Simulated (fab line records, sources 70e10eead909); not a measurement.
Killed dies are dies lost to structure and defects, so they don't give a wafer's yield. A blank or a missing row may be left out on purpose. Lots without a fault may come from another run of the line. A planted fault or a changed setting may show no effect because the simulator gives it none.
Which tool did it? | flow nand_harc | 10 lots, 30 wafers sampled, at 5 steps of a route of 1302

WHAT THE GAUGES READ, wafer by wafer
NHARC_A_CHANNEL_HOLE_D1_INSPECT_40.
lot  | measured     | on                | raw_defect_count
L391 | day 9 07:48  | defect_inspect-01 | 46 36 34
L394 | day 10 16:20 | defect_inspect-01 | 39 52 37
L395 | day 10 22:00 | defect_inspect-01 | 113 118 85
L398 | day 12 00:13 | defect_inspect-01 | 43 43 38
L399 | day 12 13:53 | defect_inspect-01 | 102 106 83
L405 | day 14 18:28 | defect_inspect-02 | 818 850 857 810 844 867
L407 | day 16 00:05 | defect_inspect-02 | 860 848 892 856 835 903
L410 | day 17 15:46 | defect_inspect-02 | 33 31 54
L413 | day 18 00:32 | defect_inspect-01 | 33 37 36
L412 | day 18 02:28 | defect_inspect-01 | 63 59 68

WHICH TOOL RAN EACH LOT (tool, then ch and the chambers of the sampled wafers, then the start)
lot  | NHARC_A_CHANNEL_HOLE_D1_DESCUM_15  | NHARC_A_CHANNEL_HOLE_D1_ETCH_24  | NHARC_A_CHANNEL_HOLE_D1_ETCH_44    | NHARC_A_CHANNEL_HOLE_D1_STRIP_27
L391 | rie_diel-09 ch 0,1,2, day 9 00:50  | har_etch-01 ch 0,1, day 9 04:12  | rie_diel-09 ch 0,1,3, day 9 06:50  | rie_diel-09 ch 1,2,3, day 9 07:48 or earlier
L394 | rie_diel-10 ch 0,1,2, day 10 09:23 | har_etch-01 ch 0,1, day 10 12:46 | rie_diel-09 ch 1,2, day 10 15:22   | rie_diel-09 ch 0,1,2, day 10 16:20 or earlier
L395 | rie_diel-09 ch 1,2,3, day 10 10:49 | har_etch-02 ch 0, day 10 16:39   | rie_diel-09 ch 0,3, day 10 21:01   | rie_diel-09 ch 1,2,3, day 10 22:00 or earlier
L398 | rie_diel-07 ch 0,2,3, day 11 17:19 | har_etch-01 ch 0,1, day 11 20:39 | rie_diel-09 ch 0,1,2, day 11 23:14 | rie_diel-09 ch 0,2,3, day 12 00:13 or earlier
L399 | rie_diel-09 ch 2,3, day 12 07:00   | har_etch-02 ch 0,1, day 12 10:26 | rie_diel-09 ch 2,3, day 12 12:54   | rie_diel-09 ch 1,2,3, day 12 13:53 or earlier
L405 | rie_diel-07 ch 0,1,3, day 14 11:16 | har_etch-01 ch 0,1, day 14 14:44 | rie_diel-10 ch 1,2,3, day 14 17:29 | rie_diel-10 ch 0,1,3, day 14 18:28 or earlier
L407 | rie_diel-09 ch 1,2, day 15 16:19   | har_etch-01 ch 0,1, day 15 20:38 | rie_diel-09 ch 0,1,3, day 15 23:07 | rie_diel-09 ch 0,1,3, day 16 00:05 or earlier
L410 | rie_diel-09 ch 2,3, day 17 03:04   | har_etch-02 ch 0,1, day 17 12:14 | rie_diel-09 ch 1,2,3, day 17 14:47 | rie_diel-09 ch 0,3, day 17 15:46 or earlier
L413 | rie_diel-09 ch 0,1, day 17 17:39   | har_etch-02 ch 0, day 17 21:05   | rie_diel-09 ch 0,1,3, day 17 23:34 | rie_diel-09 ch 0,1,3, day 18 00:32 or earlier
L412 | rie_diel-07 ch 0,2,3, day 17 18:28 | har_etch-01 ch 1, day 17 22:54   | rie_diel-09 ch 0,1,3, day 18 01:29 | rie_diel-09 ch 0,2, day 18 02:28 or earlier
- NHARC_A_CHANNEL_HOLE_D1_DESCUM_15: chemistry O2, time 3 s.
- NHARC_A_CHANNEL_HOLE_D1_ETCH_24: etches the open film in C4F8/O2/Ar, time 906.2 s, target depth 1500 nm.
- NHARC_A_CHANNEL_HOLE_D1_ETCH_44: etches the open film in CF4/O2, target depth 140 nm, overetch 14 nm, time 77 s.
- NHARC_A_CHANNEL_HOLE_D1_STRIP_27: strips in O2.

THE ANSWER, worked out from the rows above alone
Rule: what is usual is taken from the lots themselves. Put in order of their means at a reading, lots are off if they are a third of the lots or fewer, leave a main group of 4 or more, and stand apart from it by a gap of 3 or more times the standard deviation of the main group's means; of several such gaps the widest counts. A main group whose means are all the same, to the digits that the tables above print for the reading, isn't used. A lot without any number at a reading at which 4 lots or more have one is off too. The other lots that the step has rows for count as sound.
Off: L405, L407, at NHARC_A_CHANNEL_HOLE_D1_INSPECT_40 (raw_defect_count). The main group: mean 58, standard deviation 26.
A tool fits if, at a process step before that reading, it ran every lot that is off, and no sound lot after the first of them. The gauges at NHARC_A_CHANNEL_HOLE_D1_INSPECT_40 are tried like those tools. NHARC_A_CHANNEL_HOLE_D1_STRIP_27 gives no start for some lots, so the hours and the order of its lots are those of NHARC_A_CHANNEL_HOLE_D1_INSPECT_40. None of those tried fits.

WHAT THE SIMULATOR HAD PUT IN
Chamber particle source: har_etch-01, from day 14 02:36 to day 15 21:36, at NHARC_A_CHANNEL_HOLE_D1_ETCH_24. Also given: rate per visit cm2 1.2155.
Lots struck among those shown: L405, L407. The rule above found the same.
